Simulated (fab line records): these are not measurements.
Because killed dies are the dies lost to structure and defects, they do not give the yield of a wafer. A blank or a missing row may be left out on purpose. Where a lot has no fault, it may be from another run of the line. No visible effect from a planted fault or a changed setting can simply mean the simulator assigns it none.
Struck lot and sound lot, side by side | flow n5Finfet | 36 steps out of a route of 1938
Sound: wafers L259.3, L259.4, L259.6. Struck: wafers L263.4, L263.5 (left out: L263.6, a lot-mate that was not struck); the cause follows at the end.
Order at every step that has rows: each side's tool, ch and its chambers, its first start. Under that, the readings that differ: sound wafers | struck wafers | difference of the means | sigmas: that difference in standard deviations of wafers without a fault.
alike: readings whose means differ by less than 2 such deviations, and words and numbers that are the same on both sides. not compared: withheld readings, readings that some wafer has no value for, bounds like >300 that may hide the same value, and numbers for which the record gives no deviation and whose values overlap.
Wherever a step has rows on one side only, a row that says differs or no value, or a row with sigmas, the two part there. Numbers that don't overlap but have no deviation are shown without sigmas and don't part them. A reading that every wafer of one side lacks parts them only if that side has two wafers or more.

first, 9 steps without rows for these wafers: N5_SD_EPI_P_COAT_35 (time 60 s, resist thk 35 nm); N5_SD_EPI_P_COAT_03 (resist thk 150 nm); N5_SD_EPI_P_EBR_05; N5_SD_EPI_P_SOFTBAKE_04 (time 60 s); N5_SD_EPI_P_EXPOSE_06 (exposes mask SD P BLK, target cd 240 nm); N5_SD_EPI_P_PEB_07 (peb time 60 s); N5_SD_EPI_P_DEVELOP_08 (develop time 30 s); N5_SD_EPI_P_DESCUM_14 (chemistry O2, time 7.9 s); N5_SD_EPI_P_ETCH_36 (etches SiARC in CF4, target depth 45.5 nm, time 75.8 s).
N5_SD_EPI_P_ETCH_37: etches SOC in N2/H2, overetch 108 nm, time 486 s.
  sound on rieDiel-03 ch 1,2,3, day 5 09:49; struck on rieDiel-03 ch 0,2, day 5 22:51
reading                                    | sound             | struck      | difference | sigmas
model.SD_EPI_P.cdNm (nm)                   | 240.8 240.6 240.8 | 233.6 234.8 | -6.5       | 
model.SiARC_of_SD_EPI_P_COAT_35.thkNm (nm) | 19.4 19.4 19.2    | 25 25.8     | +6         | 
  alike: drypumpMotorCurrentA, oesProductAu, rfFwdPowerW, rfVppV, showerheadPlenumPTorr, throttleValvePct
  not compared: rfHoursCounterH
then, 1 step without rows for these wafers: N5_SD_EPI_P_STRIP_38 (strips in N2/H2).
N5_SD_EPI_P_ETCHBACK_46: etches SiNx in CH3F/O2, stops on SiO2, target depth 17.5 nm.
  sound on rieDiel-03 ch 1,2,3, day 5 10:08; struck on rieDiel-03 ch 0,2, day 5 23:10
reading             | sound          | struck    | difference | sigmas
oesProductAu (a.u.) | 0.82 0.61 0.76 | 0.29 0.33 | -0.42      | -5
  alike: drypumpMotorCurrentA, oes_f_703_au, rfFwdPowerW, rfVppV, showerheadPlenumPTorr, throttleValvePct
  not compared: rfHoursCounterH
then, 1 step without rows for these wafers: N5_SD_EPI_P_ETCH_47 (etches SiOCN in CH3F/O2, target depth 25 nm).
N5_SD_EPI_P_ETCH_16: etches SiO2 in CHF3/O2, target depth 5 nm.
  sound on rieDiel-03 ch 1,2,3, day 5 10:20; struck on rieDiel-03 ch 0,2, day 5 23:22
reading                                    | sound        | struck    | difference | sigmas
model.SiARC_of_SD_EPI_P_COAT_35.thkNm (nm) | 11.2 11.4 11 | 16.2 17.6 | +5.7       | 
  alike: drypumpMotorCurrentA, oes_f_703_au, oesProductAu, rfFwdPowerW, rfVppV, showerheadPlenumPTorr, throttleValvePct
  not compared: rfHoursCounterH
then, 1 step without rows for these wafers: N5_SD_EPI_P_STRIP_50 (strips in CHF3/O2).
N5_SD_EPI_P_SD_RECESS_17: chemistry HBr/Cl2/O2, target depth 39.1 nm, bt time 3 s.
  sound on rieSi-03 ch 1,2, day 5 10:25; struck on rieSi-05 ch 0,2, day 5 23:26
reading                  | sound             | struck      | difference | sigmas
model.SD_EPI_P.cdNm (nm) | 240.6 240.4 240.6 | 233.8 234.6 | -6.3       | 
  alike: drypumpMotorCurrentA, mfcCl2Sccm, oesProductAu, rfFwdPowerW, throttleValvePct
  not compared: rfHoursCounterH
then, 18 steps without rows for these wafers: N5_SD_EPI_P_WET_ETCH_45 (etches SiO2 in dHF, time 10.7 s, target depth 2 nm, rinse time 30 s); N5_SD_EPI_P_STRIP_40 (strips in N2/H2); N5_SD_EPI_P_PRECLEAN_52 (cleans in O3/DIW, time 60 s); N5_SD_EPI_P_SRD_20 (time 30 s); N5_SD_EPI_P_PRECLEAN_51 (cleans in NF3:NH3, afs cycles 1, time 20 s, sublimation time 60 s); N5_SD_EPI_P_VAPOR_ETCH_44 (etches SiGe30 in NF3/Ar, time 3.3 s); N5_SD_EPI_P_EPI_21 (deposits SiGe:B, time 355 s); N5_SD_EPI_P_HM_STRIP_48 (strips SiNx in H3PO4, material SiNx, target depth 3 nm); N5_SD_EPI_P_SRD_49 (time 30 s); N5_SD_EPI_P_PRECLEAN_24 (cleans in O3/DIW, time 45 s); N5_SD_EPI_P_PRECLEAN_32 (cleans in dHF, time 10 s); N5_SD_EPI_P_PRECLEAN_33 (cleans in SC2, time 45 s); N5_SD_EPI_P_SRD_25 (time 30 s); N5_SD_ACTIVATION_RTA_00 (time 0 s); N5_SD_ACTIVATION_LSA_01 (time 0.0008 s); N5_ILD0_LINER_00 (material SiNx, target thk 4 nm, pulse time 1 s, purge time 2 s); N5_ILD0_FCVD_FILL_01 (material SiO2 flowable, target thk 200 nm, time 328.3 s); N5_ILD0_CURE_02 (time 1800 s).
N5_BEOL_M4_RC_MEAS_101:
  the record has rows for the sound wafers here (prober-02 ch 0, day 12 02:12) and none for the struck ones
-- here the record skips 12 days between the struck wafers' starts before and after, leaving off in module BEOL_M4 and picking up in module PASSIVATION (first step shown: number 1936 of the route) --
N5_PASSIVATION_PROBE_49:
  sound on prober-02, day 16 09:37; struck on prober-01, day 17 14:40
reading                 | sound          | struck    | difference | sigmas
defectLimitedYield (%)  | 91.4 93.0 89.7 | 0 0       | -91        | -65
killed_at_M0_to_M3      | 43 32 63       | 17 20     | -28        | -3
killedAtFrontEnd        | 26 28 28       | 1144 1129 | +1109      | +99 or more
killedDies              | 101 83 122     | 1180 1180 | +1078      | +63
killedOnRim             | 16 7 19        | 152 152   | +138       | +35
sort_bin_5_function (%) | 4.3 4.3 6.8    | 97.7 97.2 | +92.3      | +92
sortNPass               | 1079 1097 1058 | 0 0       | -1078      | -57
sortYieldPct (%)        | 91.4 93.0 89.7 | 0 0       | -91        | -57
  alike: killed_at_M4_up, killedAtContacts, killedAtOther, killedOpen, killedShort, sort_bin_4_leakage, sort_bin_6_memory

## WHERE THEY PART
First at N5_SD_EPI_P_ETCHBACK_46; last, within this record, at N5_PASSIVATION_PROBE_49.

WHY: whatever the simulator had introduced
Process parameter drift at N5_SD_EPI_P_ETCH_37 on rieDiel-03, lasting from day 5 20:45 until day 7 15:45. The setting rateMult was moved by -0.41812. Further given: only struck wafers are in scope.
